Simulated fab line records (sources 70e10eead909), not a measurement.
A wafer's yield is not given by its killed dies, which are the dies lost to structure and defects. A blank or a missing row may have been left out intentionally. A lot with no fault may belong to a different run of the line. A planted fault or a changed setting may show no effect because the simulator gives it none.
Which of the tools did it? -- flow nandHarc -- 33 wafers from 11 lots sampled at 4 of the route's 1302 steps

== WHAT THE GAUGES SHOWED, per wafer ==
NHARC_A_BONDPAD_CD_MEAS_09 targets a cd of 500 nm.
lot,measured,on,cdNm (nm)
L681,day 22 20:29,cdSem-01,500.4 498.2 499.8
L683,day 24 16:22,cdSem-03,498.8 501.5 499.3
L684,day 24 20:07,cdSem-01,500.3 501.3 502.0
L689,day 26 06:10,cdSem-03,500.8 500.6 499.4
L688,day 26 09:53,cdSem-01,501.8 501.6 501.8
L690,day 27 01:55,cdSem-03,500.1 501.1 499.4
L692,day 28 07:11,cdSem-02,489.9 490.6 489.7
L697,day 29 07:33,cdSem-03,498.4 502.9 501.9
L701,day 31 16:35,cdSem-02,491.3 490.5 492.1
L702,day 31 17:48,cdSem-03,501.0 502.6 501.5
L703,day 31 23:17,cdSem-01,501.4 501.4 499.0

== EACH LOT AND THE TOOL THAT RAN IT (in order: tool; ch and the chambers of the sampled wafers; start) ==
lot,NHARC_A_M1_ETCH_28,NHARC_A_M1_PRE_CLEAN_32,NHARC_A_BONDPAD_EXPOSE_06
L681,"rieDiel-06 ch 0,3, day 22 18:47 or earlier","pecvd-03 ch 0,1,2, day 22 18:47","krfScanner-01 ch 0, day 22 20:20"
L683,"rieDiel-12 ch 0,2,3, day 24 14:39 or earlier","pecvd-03 ch 0,2, day 24 14:39","krfScanner-01 ch 0, day 24 16:13"
L684,"rieDiel-12 ch 1,2, day 24 18:25 or earlier","pecvd-01 ch 0,1,2, day 24 18:25","krfScanner-01 ch 0, day 24 19:58"
L689,"rieDiel-12 ch 0,2,3, day 26 04:20 or earlier","pecvd-01 ch 0,2, day 26 04:20","krfScanner-03 ch 0, day 26 06:01"
L688,"rieDiel-12 ch 1,3, day 26 08:02 or earlier","pecvd-03 ch 0,1, day 26 08:02","krfScanner-01 ch 0, day 26 09:44"
L690,"rieDiel-06 ch 0,2,3, day 27 00:03 or earlier","pecvd-01 ch 0,1,2, day 27 00:03","krfScanner-03 ch 0, day 27 01:46"
L692,"rieDiel-01 ch 1,3, day 28 05:27 or earlier","pecvd-01 ch 0,1,2, day 28 05:27","krfScanner-03 ch 0, day 28 07:02"
L697,"rieDiel-06 ch 0,1, day 29 05:49 or earlier","pecvd-03 ch 1,2, day 29 05:49","krfScanner-01 ch 0, day 29 07:24"
L701,"rieDiel-01 ch 0,2,3, day 31 14:45 or earlier","pecvd-02 ch 0,1,2, day 31 14:45","krfScanner-03 ch 0, day 31 16:27"
L702,"rieDiel-01 ch 0,2, day 31 15:56 or earlier","pecvd-01 ch 0,1, day 31 15:56","krfScanner-01 ch 0, day 31 17:40"
L703,"rieDiel-12 ch 1,2, day 31 21:26 or earlier","pecvd-02 ch 0,2, day 31 21:26","krfScanner-02 ch 0, day 31 23:08"
- NHARC_A_M1_ETCH_28: etches the open film in CF4/N2, target depth 30 nm, time 72.99 s.
- NHARC_A_M1_PRE_CLEAN_32: time 12 s.
- NHARC_A_BONDPAD_EXPOSE_06: exposes mask A BPAD.

== THE ANSWER, worked out from the rows above alone ==
Rule: the usual values come from the lots themselves. The widest of any qualifying gaps counts: lots, ordered by their means at a reading, are off when they make up no more than a third of the lots, leave a main group of 4 or more, and stand apart from it by 3 or more times the standard deviation of that group's means. If all means in a main group match to the digits the tables above print for the reading, that group is not used. A lot without any number at a reading at which 4 lots or more have one is off too. All remaining lots with rows at the step are treated as sound.
Off at NHARC_A_BONDPAD_CD_MEAS_09 (cdNm): L692, L701. The main group has a mean of 500.7 nm with a standard deviation of 0.75.
If a tool, at a process step before that reading, ran all the lots that are off and no sound lot after the first of them, it fits. Gauges at NHARC_A_BONDPAD_CD_MEAS_09: tried the same way as those tools. NHARC_A_M1_ETCH_28: start missing for some lots; hours and lot order therefore follow NHARC_A_M1_PRE_CLEAN_32. 2 tools fit, krfScanner-03 at NHARC_A_BONDPAD_EXPOSE_06 and cdSem-02 at NHARC_A_BONDPAD_CD_MEAS_09, so this cannot tell which one it is.

== WHAT WAS PUT IN BY THE SIMULATOR ==
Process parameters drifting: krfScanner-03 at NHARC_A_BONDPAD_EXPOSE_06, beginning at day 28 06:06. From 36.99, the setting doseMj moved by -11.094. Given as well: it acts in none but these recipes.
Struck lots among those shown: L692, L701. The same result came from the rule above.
